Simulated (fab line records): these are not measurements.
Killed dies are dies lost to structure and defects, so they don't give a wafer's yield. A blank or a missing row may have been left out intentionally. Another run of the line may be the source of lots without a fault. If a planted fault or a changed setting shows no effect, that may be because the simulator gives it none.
Lot-split experiment | flow n5-finfet | route with 1938 steps; 7 lots, 39 wafers read

ON THE SPLIT
At N5_BEOL_M9_VIA_ETCH_34 (etches SiCOH lowk in C4F6/O2, target depth 182.4 nm, time 68.4 s), the setting target-depth-a was moved away from the recipe's 1824 angstrom on 9 of the 39 wafers read, by -29.2% to +41.7%. For the rest of the wafers, this setting stayed at what the recipe calls for.

The reading is taken at the split's own step.

THE READING
SOC_of_BEOL_M9_COAT_63.thk-nm (the simulator's own value, which no gauge read), in nm, at N5_BEOL_M9_VIA_ETCH_34 (etches SiCOH lowk in C4F6/O2, target depth 182.4 nm, time 68.4 s). No usual value for it is given in the file. Here, 30 wafers ran the recipe; their average is 51.1 nm with a standard deviation of 0.3 nm.

wafer  | tool, chamber at the split | target-depth-a as run, angstrom | against the recipe | SOC_of_BEOL_M9_COAT_63.thk-nm, nm | against lot-mates on the recipe
L074.3 | rie-diel-01, 3             | 1824                            | recipe             | 51.2                              | -
L074.4 | rie-diel-01, 2             | 1824                            | recipe             | 50.8                              | -
L074.6 | rie-diel-01, 2             | 1824                            | recipe             | 51                                | -
L077.1 | rie-diel-06, 3             | 1824                            | recipe             | 51.2                              | -
L077.2 | rie-diel-06, 1             | 1824                            | recipe             | 51.4                              | -
L077.3 | rie-diel-06, 0             | 1824                            | recipe             | 51.6                              | -
L077.4 | rie-diel-06, 2             | 1824                            | recipe             | 50.8                              | -
L077.5 | rie-diel-06, 2             | 1824                            | recipe             | 51                                | -
L077.6 | rie-diel-06, 1             | 1824                            | recipe             | 51.4                              | -
L079.1 | rie-diel-06, 1             | 1824                            | recipe             | 51.2                              | -
L079.2 | rie-diel-06, 0             | 1824                            | recipe             | 51.4                              | -
L079.3 | rie-diel-06, 3             | 1824                            | recipe             | 51.2                              | -
L079.4 | rie-diel-06, 2             | 1824                            | recipe             | 51                                | -
L079.6 | rie-diel-06, 2             | 1824                            | recipe             | 51                                | -
L079.5 | rie-diel-06, 1             | 1824                            | recipe             | 51.4                              | -
L080.1 | rie-diel-01, 1             | 2585                            | +41.7%             | 47.6                              | -3.7
L080.2 | rie-diel-01, 3             | 1824                            | recipe             | 51.6                              | -
L080.3 | rie-diel-01, 2             | 1824                            | recipe             | 51                                | -
L080.4 | rie-diel-01, 2             | 2585                            | +41.7%             | 47.4                              | -3.9
L080.5 | rie-diel-01, 1             | 1824                            | recipe             | 51.4                              | -
L080.6 | rie-diel-01, 3             | 2585                            | +41.7%             | 47.6                              | -3.7
L081.1 | rie-diel-03, 0             | 1291                            | -29.2%             | 53.8                              | +2.9
L081.2 | rie-diel-03, 3             | 1824                            | recipe             | 51                                | -
L081.3 | rie-diel-03, 2             | 1824                            | recipe             | 50.8                              | -
L081.4 | rie-diel-03, 1             | 1291                            | -29.2%             | 53.8                              | +2.9
L081.5 | rie-diel-03, 3             | 1824                            | recipe             | 51                                | -
L081.6 | rie-diel-03, 0             | 1291                            | -29.2%             | 53.8                              | +2.9
L083.1 | rie-diel-01, 2             | 1824                            | recipe             | 50.8                              | -
L083.2 | rie-diel-01, 0             | 1824                            | recipe             | 50.4                              | -
L083.3 | rie-diel-01, 1             | 1824                            | recipe             | 51                                | -
L083.4 | rie-diel-01, 3             | 1824                            | recipe             | 51                                | -
L083.5 | rie-diel-01, 0             | 1824                            | recipe             | 50.4                              | -
L083.6 | rie-diel-01, 3             | 1824                            | recipe             | 51                                | -
L089.1 | rie-diel-03, 1             | 1824                            | recipe             | 51.2                              | -
L089.2 | rie-diel-03, 0             | 1824                            | recipe             | 50.6                              | -
L089.3 | rie-diel-03, 2             | 1353                            | -25.8%             | 53                                | +2.1
L089.4 | rie-diel-03, 0             | 1353                            | -25.8%             | 53                                | +2.1
L089.5 | rie-diel-03, 1             | 1824                            | recipe             | 51                                | -
L089.6 | rie-diel-03, 2             | 1353                            | -25.8%             | 53                                | +2.1

THE FIT
A straight line over all 39 wafers: SOC_of_BEOL_M9_COAT_63.thk-nm changes by -0.085 nm for each +1% of target-depth-a; r = -0.98; the points scatter about the line by 0.29 nm.
The same after taking each lot's own level away (the mean of its wafers on the recipe; 39 wafers): -0.0907 nm for each +1%; r = -0.99; scatter 0.23 nm.
On that fit, the largest move of target-depth-a shifts the reading by 3.8 nm.
From 50.77 to 51.33 nm: that is the span of the lots' own levels, equal to 1.9 times the standard deviation above.
The two slopes are in agreement: the lot-to-lot level therefore moves the slope only a little.
Check: -3.8 nm against its lot-mates is what the line predicts for one of the wafers moved furthest among these (+41.7%) when that wafer is left out of the fit. Against them it came out at -3.73 nm.

THESE WAFERS: OTHER SPLITS
Note: prior to the reading, these wafers also went through further splits. Each is held against what the fit with the lots' levels taken away leaves over:
other split on the same wafers        | wafers away from the commonest value | r with SOC_of_BEOL_M9_COAT_63.thk-nm (lot level and that fit taken away)
N5_FIN_SAQP_DEVELOP_15 develop-time-s | 12                                   | -0.01
N5_SD_EPI_N_DESCUM_14 time-s          | 15                                   | +0.01
N5_MOL_CONTACT_COAG_ALD_27 time-s     | 15                                   | +0.10
N5_BEOL_M5_HM_DEP_02 target-thk-a     | 15                                   | +0.07
N5_BEOL_M6_DEP_56 target-thk-a        | 12                                   | +0.12

THE WHOLE CHAIN: every reading that the file lists as answering this split, in the file's order
step                   | what it does                                                     | reading                                                                        | change (the file's fit)                | r (the file's)
N5_BEOL_M9_VIA_ETCH_34 | etches SiCOH lowk in C4F6/O2, target depth 182.4 nm, time 68.4 s | etch.depth-nm (the simulator's own value, which no gauge read)                 | +1.81 nm for each +1% of the setting   | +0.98
N5_BEOL_M9_VIA_ETCH_34 | etches SiCOH lowk in C4F6/O2, target depth 182.4 nm, time 68.4 s | SOC_of_BEOL_M9_COAT_63.thk-nm (the simulator's own value, which no gauge read) | -0.0907 nm for each +1% of the setting | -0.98

FILE'S OWN FIT
SOC_of_BEOL_M9_COAT_63.thk-nm changes by -0.0907 nm for each +1% of target-depth-a, r = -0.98.
